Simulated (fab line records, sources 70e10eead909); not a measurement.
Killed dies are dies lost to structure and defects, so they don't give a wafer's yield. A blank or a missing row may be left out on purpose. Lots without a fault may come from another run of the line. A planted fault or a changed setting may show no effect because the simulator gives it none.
fab line records | flow nand_harc | part 1 of 2: steps 1 to 27 of 37
record lots=5 wafers=15 last_day=34
route steps=1302 shown P_M0@278 P_M1@285
lots that met no fault: from a run of the same line without faults
start_h: hours from the record's first day to the start of the lot's first wafer shown | wait_h: hours since the lot's step before | " the same as in the row above | L1.1+2: a row that stands for several wafers | - no value, or no start given | * or withheld: withheld | < > ~ a bound
route shown NAME@n: a module of which the file shows steps, and the number in the route of the first | usual: mean/standard deviation of fault-free wafers | same: alike in all rows | chamber/n: place in a boat | sites: the reading at each site | _std_site: their standard deviation | _edge_site: outer sites' mean less inner sites' | radius_mm: how far each site lies from the wafer's centre | mask NAME#n: copy n | behind: the tool/chamber that last shaped the wafer | hold: why the lot was held/for how many hours/how that ended | device: the transistor (n, p or np) that didn't switch | end of line: the same wafers' tests at the end of the route | a step without rows: its recipe alone | killed: dies lost to structure and defects at the first sort, not the wafer's yield | map: a wafer's dies, x killed, . not, _ none there
set.NAME: the setting as run; set.NAME@STEP: as run at that earlier step | model.NAME: the simulator's own value behind a step, which no gauge read
lots at some steps of the route; a table a step, a row a wafer
services: from which hour (start_h, from the record's first day; less than 0 if before it) a tool's chamber was out of use, for how many hours, and why
## steps
# step NHARC_P_M0_CMP_23
# recipe t_overpolish_s=20 target_thk_nm=117.54
# usual edge_zone_pressure_frac=1.000/0.005 motor_current_A=12.0/1.3 slurry_filter_dp_kPa=13.49/0.14 time_to_endpoint_s=29.1/2.5
# columns lot.wafer tool chamber start_h wait_h edge_zone_pressure_frac motor_current_A slurry_filter_dp_kPa time_to_endpoint_s
L076.1 cmp-03 3 147.36 - 1.002 14.9 13.58 28.1
L076.4 " 0 " " 0.989 11.0 13.45 35.8
L076.6 " 3 " " 1.003 14.4 13.78 32.8
L087.1 cmp-01 3 248.82 - 0.995 12.3 13.31 30.7
L087.5 " 3 " " 0.995 11.4 13.43 30.7
L087.6 " 0 " " 1.004 12.0 13.65 28.2
L092.2 cmp-01 2 299.08 - 0.996 11.2 13.64 32.3
L092.4 " 3 " " 0.999 12.4 13.61 28.6
L092.6 " 1 " " 0.992 14.4 13.45 27.1
L096.2 cmp-03 1 341.74 - 1.004 12.8 13.79 27.6
L096.4 " 0 " " 1.009 11.0 13.42 27.3
L096.5 " 1 " " 1.007 12.6 13.29 27.0
L097.1 cmp-04 0 359.46 - 0.998 10.1 13.62 29.5
L097.2 " 1 " " 0.996 12.2 13.80 28.6
L097.6 " 1 " " 1.001 12.1 13.57 28.0
# step NHARC_P_M0_THK_MEAS_24
# recipe thk_meas_gauge=xrf
# usual thk_nm=118.0/1.5
# columns lot.wafer tool chamber start_h wait_h thk_nm
L076.1 film_metro-01 - 147.64 - 119.2
L076.4 " - " " 119.4
L076.6 " - " " 118.2
L087.1 film_metro-02 - 249.13 - 116.5
L087.5 " - " " 115.1
L087.6 " - " " 117.7
L092.2 film_metro-01 - 299.36 - 118.0
L092.4 " - " " 120.1
L092.6 " - " " 116.6
L096.2 film_metro-01 - 342.06 - 117.6
L096.4 " - " " 115.5
L096.5 " - " " 116.2
L097.1 film_metro-02 - 359.77 - 119.2
L097.2 " - " " 116.8
L097.6 " - " " 116.2
# step NHARC_P_M0_SRD_25
# columns lot.wafer tool chamber start_h wait_h
L076.6+1+4 wet_bench-10 4,5,7 147.69 0.0
L087.5+1+6 wet_bench-10 3,6,7 249.18 0.0
L092.6+2+4 wet_bench-10 3,4,5 299.41 0.0
L096.2+5+4 wet_bench-08 7,1,3 342.10 0.0
L097.1+2+6 wet_bench-08 3,4,6 359.82 0.0
# step NHARC_P_M0_INSPECT_27
# usual raw_defect_count=304/120
# columns lot.wafer tool chamber start_h wait_h raw_defect_count
L076.1 defect_inspect-02 - 147.80 0.0 177
L076.4 " - " " 313
L076.6 " - " " 268
L087.1 defect_inspect-01 - 249.29 0.0 400
L087.5 " - " " 108
L087.6 " - " " 215
L092.2 defect_inspect-02 - 299.52 0.0 199
L092.4 " - " " 328
L092.6 " - " " 142
L096.2 defect_inspect-01 - 342.21 0.0 264
L096.4 " - " " 300
L096.5 " - " " 311
L097.1 defect_inspect-02 - 359.93 0.0 271
L097.2 " - " " 307
L097.6 " - " " 349
# step NHARC_P_M0_PRE_CLEAN_31
# recipe time_s=12 temp_c=370 rf_power_w=300 gas=NH3
# usual heater_power_w=634/82
# columns lot.wafer tool chamber start_h wait_h heater_power_w since_wet_clean_h
L076.1 pecvd-03 2 147.88 0.1 636 129
L076.4 " 1 " " 686 -
L076.6 " 2 " " 629 -
L087.1 pecvd-03 1 249.37 0.1 639 50
L087.5 " 0 " " 597 -
L087.6 " 1 " " 619 -
L092.2 pecvd-03 1 299.58 0.1 566 100
L092.6 " 1 " " 570 -
L092.4 " 0 " " 523 -
L096.2 pecvd-01 2 342.31 0.1 607 18
L096.4 " 1 " " 788 -
L096.5 " 2 " " 616 -
L097.1 pecvd-04 0 360.00 0.1 634 78
L097.2 " 2 " " 664 78
L097.6 " 2 " " 681 -
# step NHARC_P_M0_DEP_32
# recipe target_thk_a=300 temp_c=370 target_thk_nm=30 pressure_torr=3 flow_sccm=200 rf_w=450 material=SiCN
# usual heater_power_w=570/81
# columns lot.wafer tool chamber start_h wait_h heater_power_w since_wet_clean_h
L076.1 pecvd-03 2 147.99 0.1 652 130
L076.4 " 1 " " 659 -
L076.6 " 2 " " 653 -
L087.1 pecvd-03 1 249.48 0.1 591 50
L087.5 " 0 " " 507 -
L087.6 " 1 " " 589 -
L092.2 pecvd-03 1 299.66 0.1 590 100
L092.6 " 1 " " 595 -
L092.4 " 0 " " 492 -
L096.2 pecvd-01 2 342.45 0.1 548 18
L096.4 " 1 " " 700 -
L096.5 " 2 " " 543 -
L097.1 pecvd-04 0 360.08 0.1 625 78
L097.2 " 2 " " 626 78
L097.6 " 2 " " 622 -
# step NHARC_P_M1_DEP_00
# recipe target_thk_a=1825 target_thk_nm=182.5 temp_c=withheld pressure_torr=5 flow_sccm=200 rf_w=600 material=SiOC
# columns lot.wafer tool chamber start_h wait_h since_wet_clean_h
L076.1 pecvd-04 0 148.36 - 47
L076.6 " 0 " " -
L076.4 " 1 " " -
L087.1 pecvd-01 0 249.92 - 107
L087.6 " 1 " " -
L087.5 " 2 " " -
L092.2 pecvd-01 1 300.17 - 157
L092.4 " 0 " " -
L092.6 " 1 " " -
L096.2 pecvd-04 0 342.86 - 61
L096.5 " 1 " " -
L096.4 " 0 " " -
L097.2 pecvd-03 2 360.53 - 161
L097.1 " 0 " " 161
L097.6 " 1 " " -
# step NHARC_P_M1_DEHYDRATE_01
# recipe temp_c=150 time_s=120
# columns lot.wafer tool chamber start_h wait_h
L076.1+4+6 litho_track-06 0 148.77 -
L087.1+5+6 litho_track-01 0 250.23 -
L092.2+4+6 litho_track-01 0 300.49 -
L096.2+4+5 litho_track-04 0 343.17 -
L097.1+2+6 litho_track-01 0 360.90 -
# step NHARC_P_M1_HMDS_02
# recipe time_s=30
# columns lot.wafer tool chamber start_h wait_h
L076.1+4+6 litho_track-06 0 - -
L087.1+5+6 litho_track-01 0 - -
L092.2+4+6 litho_track-01 0 - -
L096.2+4+5 litho_track-04 0 - -
L097.1+2+6 litho_track-01 0 - -
# step NHARC_P_M1_COAT_34
# recipe temp_c=200 time_s=65
# columns lot.wafer tool chamber start_h wait_h
L076.1+4+6 litho_track-06 0 - -
L087.1+5+6 litho_track-01 0 - -
L092.2+4+6 litho_track-01 0 - -
L096.2+4+5 litho_track-04 0 - -
L097.1+2+6 litho_track-01 0 - -
# step NHARC_P_M1_COAT_03
# recipe spin_rpm=1500 resist_thk_nm=90
# columns lot.wafer tool chamber start_h wait_h
L076.1+4+6 litho_track-06 0 - -
L087.1+5+6 litho_track-01 0 - -
L092.2+4+6 litho_track-01 0 - -
L096.2+4+5 litho_track-04 0 - -
L097.1+2+6 litho_track-01 0 - -
# step NHARC_P_M1_SOFTBAKE_04
# recipe temp_c=105 time_s=55
# columns lot.wafer tool chamber start_h wait_h
L076.1+4+6 litho_track-06 0 - -
L087.1+5+6 litho_track-01 0 - -
L092.2+4+6 litho_track-01 0 - -
L096.2+4+5 litho_track-04 0 - -
L097.1+2+6 litho_track-01 0 - -
# step NHARC_P_M1_EBR_05
# columns lot.wafer tool chamber start_h wait_h
L076.1+4+6 litho_track-06 0 - -
L087.1+5+6 litho_track-01 0 - -
L092.2+4+6 litho_track-01 0 - -
L096.2+4+5 litho_track-04 0 - -
L097.1+2+6 litho_track-01 0 - -
# step NHARC_P_M1_EXPOSE_06
# recipe na=1.35 target_cd_nm=130 dose_mj=81.88 mask_id=P_M1
# columns lot.wafer tool chamber start_h wait_h mask
L076.1+4+6 arfi_scanner-01 0 148.93 - P_M1#0
L087.1+5+6 arfi_scanner-03 0 250.52 - P_M1#0
L092.2+4+6 arfi_scanner-03 0 300.66 - P_M1#0
L096.2+4+5 arfi_scanner-03 0 343.34 - P_M1#0
L097.1+2+6 arfi_scanner-01 0 361.18 - P_M1#0
# step NHARC_P_M1_PEB_07
# recipe peb_temp_c=100 peb_time_s=65
# columns lot.wafer tool chamber start_h wait_h
L076.1+4+6 litho_track-04 0 148.99 0.1
L087.1+5+6 litho_track-04 0 250.58 0.1
L092.2+4+6 litho_track-06 0 300.71 0.1
L096.2+4+5 litho_track-06 0 343.40 0.1
L097.1+2+6 litho_track-06 0 361.24 0.1
# step NHARC_P_M1_DEVELOP_08
# recipe develop_time_s=35 dev_temp_c=23
# usual developer_temp_C=23.01/0.097
# columns lot.wafer tool chamber start_h wait_h developer_temp_C
L076.1 litho_track-04 0 - - 23.03
L076.4 " 0 " " 22.97
L076.6 " 0 " " 23.03
L087.1 litho_track-04 0 - - 23.00
L087.5 " 0 " " 23.01
L087.6 " 0 " " 23.05
L092.2 litho_track-06 0 - - 23.07
L092.4 " 0 " " 22.88
L092.6 " 0 " " 23.09
L096.2 litho_track-06 0 - - 23.06
L096.4 " 0 " " 22.98
L096.5 " 0 " " 22.96
L097.1 litho_track-06 0 - - 23.00
L097.2 " 0 " " 23.14
L097.6 " 0 " " 23.09
# step NHARC_P_M1_CD_MEAS_09
# recipe target_cd_nm=130 landing_energy_ev=500
# usual cd_nm=129.5/0.57
# columns lot.wafer tool chamber start_h wait_h cd_nm
L076.1 cd_sem-02 0 149.07 - 129.4
L076.4 " 0 " " 129.8
L076.6 " 0 " " 129.8
L087.1 cd_sem-01 0 250.66 - 129.3
L087.5 " 0 " " 130.1
L087.6 " 0 " " 129.1
L092.2 cd_sem-01 0 300.80 - 129.3
L092.4 " 0 " " 129.2
L092.6 " 0 " " 129.6
L096.2 cd_sem-01 0 343.48 - 130.6
L096.4 " 0 " " 129.1
L096.5 " 0 " " 129.5
L097.1 cd_sem-03 0 361.32 - 129.1
L097.2 " 0 " " 130.0
L097.6 " 0 " " 129.3
# step NHARC_P_M1_OVL_MEAS_10
# recipe pitch_nm=260
# usual overlay_x_nm=-0.1/0.86 overlay_y_nm=0.2/0.66
# columns lot.wafer tool chamber start_h wait_h overlay_x_nm overlay_y_nm
L076.1 overlay-01 - 149.16 - 0.5 0.5
L076.4 " - " " 0.3 0.3
L076.6 " - " " 0.5 0.3
L087.1 overlay-02 - 250.75 - -0.1 1.3
L087.5 " - " " 0.8 1.1
L087.6 " - " " 0.6 1.0
L092.2 overlay-02 - 300.88 - 0.3 -0.2
L092.4 " - " " 0.3 -0.5
L092.6 " - " " 0.2 0.0
L096.2 overlay-01 - 343.57 - 0.1 -1.4
L096.4 " - " " 0.6 -0.7
L096.5 " - " " 0.2 -0.6
L097.1 overlay-01 - 361.41 - -0.4 0.2
L097.2 " - " " -0.2 0.6
L097.6 " - " " -0.1 0.4
# step NHARC_P_M1_INSPECT_11
# usual raw_defect_count=4.4/2.6
# columns lot.wafer tool chamber start_h wait_h raw_defect_count
L076.1 defect_inspect-02 - 149.19 0.0 5
L076.4 " - " " 6
L076.6 " - " " 7
L087.1 defect_inspect-02 - 250.79 0.0 10
L087.5 " - " " 11
L087.6 " - " " 10
L092.2 defect_inspect-01 - 300.92 0.0 4
L092.4 " - " " 4
L092.6 " - " " 2
L096.2 defect_inspect-02 - 343.60 0.0 4
L096.4 " - " " 7
L096.5 " - " " 3
L097.1 defect_inspect-02 - 361.45 0.0 7
L097.2 " - " " 3
L097.6 " - " " 2
# step NHARC_P_M1_DESCUM_14
# recipe time_s=3 o2_flow_sccm=200 ar_flow_sccm=0 bias_power_w=0 chemistry=O2
# usual drypump_motor_current_A=5.8/0.5 oes_product_au=1.000/0.0096 rf_vpp_V=57.7/0.91 showerhead_plenum_p_Torr=1.90/0.075 throttle_valve_pct=11.310/0.0093
# columns lot.wafer tool chamber start_h wait_h drypump_motor_current_A oes_product_au rf_hours_counter_h rf_vpp_V showerhead_plenum_p_Torr throttle_valve_pct
L076.1 rie_diel-04 3 149.26 0.1 6.5 1.003 9 56.8 1.84 11.301
L076.4 " 0 " " 4.9 1.015 8 58.1 1.98 11.326
L076.6 " 2 " " 5.5 0.998 - 57.5 1.90 11.296
L087.1 rie_diel-07 1 250.86 0.1 5.4 0.995 12 58.3 1.84 11.296
L087.6 " 0 " " 6.0 0.999 - 56.7 1.84 11.303
L087.5 " 1 " " 5.3 1.009 - 58.3 1.84 11.311
L092.2 rie_diel-04 0 300.99 0.1 4.9 1.008 6 59.7 1.98 11.317
L092.4 " 2 " " 5.5 0.988 7 57.3 1.90 11.326
L092.6 " 0 " " 4.9 0.996 - 58.8 1.98 11.307
L096.4 rie_diel-07 1 343.66 0.1 5.3 1.018 5 56.2 1.83 11.312
L096.2 " 2 " " 5.6 1.001 5 58.5 1.85 11.310
L096.5 " 2 " " 5.5 1.006 - 59.5 1.85 11.330
L097.1 rie_diel-07 2 361.51 0.1 5.5 1.002 8 56.9 1.85 11.325
L097.2 " 3 " " 6.5 1.016 7 58.6 2.04 11.307
L097.6 " 2 " " 5.5 1.004 - 57.6 1.85 11.312
# step NHARC_P_M1_ETCH_35
# recipe target_depth_a=400 overetch_a=120 time_s=43.94 ion_energy_ev=200 n2_flow_sccm=150 h2_flow_sccm=150 ar_flow_sccm=0 rf_w=400 bias_w=150 chemistry=N2/H2
# usual drypump_motor_current_A=5.7/0.51 h2_flow_sccm=150.0/0.45 oes_product_au=1.000/0.01 rf_vpp_V=430.2/2.5 showerhead_plenum_p_Torr=2.03/0.086 throttle_valve_pct=14.171/0.0091
# columns lot.wafer tool chamber start_h wait_h drypump_motor_current_A h2_flow_sccm oes_product_au rf_hours_counter_h rf_vpp_V showerhead_plenum_p_Torr throttle_valve_pct
L076.1 rie_diel-04 1 149.35 0.1 5.7 150.5 0.986 9 433.4 2.11 14.174
L076.4 " 2 " " 5.5 151.2 0.991 9 431.6 2.02 14.158
L076.6 " 0 " " 4.9 150.3 1.023 - 433.4 2.11 14.178
L087.1 rie_diel-07 0 250.93 0.1 6.0 149.9 0.991 12 429.5 1.96 14.181
L087.5 " 0 " " 6.0 149.9 0.993 - 428.1 1.96 14.174
L087.6 " 1 " " 5.3 149.7 1.009 - 428.1 1.96 14.171
L092.2 rie_diel-04 0 301.06 0.1 4.9 149.9 0.992 6 431.8 2.11 14.172
L092.4 " 3 " " 6.5 149.6 0.991 6 427.1 1.95 14.174
L092.6 " 1 " " 5.7 149.8 0.988 - 433.9 2.11 14.165
L096.2 rie_diel-07 1 343.75 0.1 5.3 150.1 1.016 5 427.2 1.95 14.169
L096.4 " 3 " " 6.5 150.3 1.019 4 434.9 2.18 14.173
L096.5 " 1 " " 5.4 149.8 1.012 - 429.4 1.95 14.178
L097.2 rie_diel-07 1 361.61 0.1 5.3 150.0 1.015 7 427.3 1.95 14.158
L097.1 " 2 " " 5.6 149.9 1.004 8 428.2 1.97 14.176
L097.6 " 0 " " 6.0 150.2 1.004 - 427.5 1.96 14.170
# step NHARC_P_M1_ETCH_15
# recipe target_depth_a=1825 time_s=91.2 c4f8_flow_sccm=withheld ar_flow_sccm=400 rf_w=600 bias_w=300 chemistry=C4F8/Ar
# usual oes_product_au=0.955/0.022 rf_vpp_V=440.6/2.5
# columns lot.wafer tool chamber start_h wait_h oes_product_au rf_hours_counter_h rf_vpp_V
L076.4 rie_diel-04 3 - - 0.939 9 438.2
L076.1 " 1 " " 0.922 9 442.9
L076.6 " 3 " " 0.941 - 438.3
L087.1 rie_diel-07 1 - - 0.927 12 439.0
L087.6 " 2 " " 0.924 - 439.1
L087.5 " 3 " " 0.918 - 446.3
L092.2 rie_diel-04 1 - - 0.967 6 442.6
L092.4 " 2 " " 0.966 7 441.3
L092.6 " 2 " " 0.968 - 440.5
L096.2 rie_diel-07 0 - - 0.972 3 439.4
L096.4 " 1 " " 0.976 5 438.3
L096.5 " 0 " " 0.959 - 438.5
L097.2 rie_diel-07 3 - - 0.977 7 445.0
L097.1 " 0 " " 0.959 5 440.3
L097.6 " 0 " " 0.963 - 438.8
# step NHARC_P_M1_CD_MEAS_16
# usual cd_nm=129.2/0.84
# columns lot.wafer tool chamber start_h wait_h cd_nm
L076.1 cd_sem-02 - 149.56 - 128.7
L076.4 " - " " 128.5
L076.6 " - " " 129.8
L087.1 cd_sem-01 - 251.15 - 128.9
L087.5 " - " " 130.2
L087.6 " - " " 128.9
L092.2 cd_sem-01 - 301.28 - 129.0
L092.4 " - " " 128.5
L092.6 " - " " 129.9
L096.2 cd_sem-02 - 343.97 - 130.7
L096.4 " - " " 130.2
L096.5 " - " " 129.8
L097.1 cd_sem-03 - 361.81 - 129.3
L097.2 " - " " 129.6
L097.6 " - " " 128.6
# step NHARC_P_M1_STRIP_18
# recipe power_w=1000 n2_flow_sccm=150 h2_flow_sccm=150 ar_flow_sccm=0 bias_w=0 chemistry=N2/H2
# usual drypump_motor_current_A=5.8/0.51 h2_flow_sccm=150.0/0.5 oes_product_au=1.000/0.0094 rf_vpp_V=90.5/1.1 showerhead_plenum_p_Torr=2.02/0.083 throttle_valve_pct=14.171/0.0088
# columns lot.wafer tool chamber start_h wait_h drypump_motor_current_A h2_flow_sccm oes_product_au rf_hours_counter_h rf_vpp_V showerhead_plenum_p_Torr throttle_valve_pct
L076.1 rie_diel-07 0 149.66 0.1 6.0 150.4 0.999 1 90.4 1.97 14.156
L076.4 " 2 " " 5.5 150.6 0.979 2 91.1 1.98 14.176
L076.6 " 0 " " 5.9 150.4 1.004 - 89.4 1.97 14.168
L087.1 rie_diel-04 3 251.25 0.1 6.5 149.4 0.989 4 91.1 1.96 14.180
L087.5 " 2 " " 5.6 150.6 0.995 - 90.8 2.02 14.167
L087.6 " 3 " " 6.5 150.2 0.982 - 90.0 1.95 14.181
L092.4 rie_diel-13 3 301.38 0.1 5.4 149.0 1.004 42 90.4 2.13 14.167
L092.2 " 0 " " 6.2 150.6 0.996 47 92.2 2.04 14.172
L092.6 " 2 " " 5.3 149.4 1.015 - 90.4 1.95 14.156
L096.2 rie_diel-07 2 344.07 0.1 5.6 150.2 1.010 5 90.8 1.97 14.174
L096.4 " 0 " " 6.0 149.8 0.997 3 90.7 1.96 14.168
L096.5 " 2 " " 5.6 150.7 1.012 - 89.9 1.97 14.165
L097.2 rie_diel-07 3 361.91 0.1 6.5 149.8 1.015 7 90.0 2.18 14.174
L097.1 " 0 " " 5.9 149.8 0.990 5 90.8 1.96 14.168
L097.6 " 3 " " 6.5 150.0 1.008 - 90.7 2.18 14.170
# step NHARC_P_M1_ETCH_28
# recipe target_depth_a=300 over_etch_frac=0.3 time_s=72.99 ion_energy_ev=150 cf4_flow_sccm=50 n2_flow_sccm=100 ar_flow_sccm=150 rf_w=300 bias_w=100 chemistry=CF4/N2
# usual drypump_motor_current_A=5.7/0.5 oes_product_au=0.998/0.01 rf_vpp_V=313.8/1.8 showerhead_plenum_p_Torr=2.61/0.098 throttle_valve_pct=19.794/0.0088
# columns lot.wafer tool chamber start_h wait_h drypump_motor_current_A oes_product_au rf_hours_counter_h rf_vpp_V showerhead_plenum_p_Torr throttle_valve_pct
L076.1 rie_diel-07 1 - - 5.3 1.013 2 312.5 2.53 19.806
L076.4 " 2 " " 5.6 0.988 2 312.3 2.55 19.784
L076.6 " 0 " " 6.0 0.999 - 313.9 2.54 19.803
L087.1 rie_diel-04 2 - - 5.5 0.978 4 314.9 2.60 19.787
L087.6 " 1 " " 5.7 0.988 - 315.3 2.71 19.786
L087.5 " 2 " " 5.5 0.999 - 313.5 2.60 19.791
L092.2 rie_diel-13 0 - - 6.2 0.998 47 314.4 2.62 19.798
L092.4 " 2 " " 5.3 1.000 40 312.9 2.52 19.800
L092.6 " 3 " " 5.4 1.000 - 316.5 2.73 19.793
L096.2 rie_diel-07 3 - - 6.5 1.018 4 316.3 2.80 19.792
L096.4 " 0 " " 6.0 0.986 4 312.0 2.53 19.794
L096.5 " 1 " " 5.3 1.013 - 312.0 2.52 19.790
L097.2 rie_diel-07 2 - - 5.6 1.006 8 312.0 2.54 19.801
L097.1 " 3 " " 6.5 1.017 7 315.0 2.80 19.791
L097.6 " 1 " " 5.4 1.006 - 312.7 2.52 19.786
# step NHARC_P_M1_STRIP_19
# recipe time_s=600 temp_c=30 chemistry=post_etch_residue_remover
# columns lot.wafer tool chamber start_h wait_h
L076.4+1+6 wet_bench-10 3,5,6 150.00 -
L087.6+1+5 wet_bench-10 7,1,2 251.60 -
L092.4+6+2 wet_bench-10 3,6,7 301.73 -
L096.4+2+5 wet_bench-10 0,1,3 344.42 -
L097.6+2+1 wet_bench-08 1,3,6 362.26 -
# step NHARC_P_M1_DEGAS_29
# recipe temp_c=250 time_s=60
# usual heater_power_w=319/38
# columns lot.wafer tool chamber start_h wait_h heater_power_w
L076.1 pvd_sputter-01 - 150.28 - 326
L076.4 " - " " 305
L076.6 " - " " 317
L087.1 pvd_sputter-01 - 251.86 - 321
L087.5 " - " " 312
L087.6 " - " " 305
L092.4 pvd_sputter-02 - 302.00 - 355
L092.2 " - " " 309
L092.6 " - " " 351
L096.2 pvd_sputter-03 - 344.68 - 306
L096.4 " - " " 421
L096.5 " - " " 318
L097.1 pvd_sputter-02 - 362.59 - 267
L097.2 " - " " 351
L097.6 " - " " 317
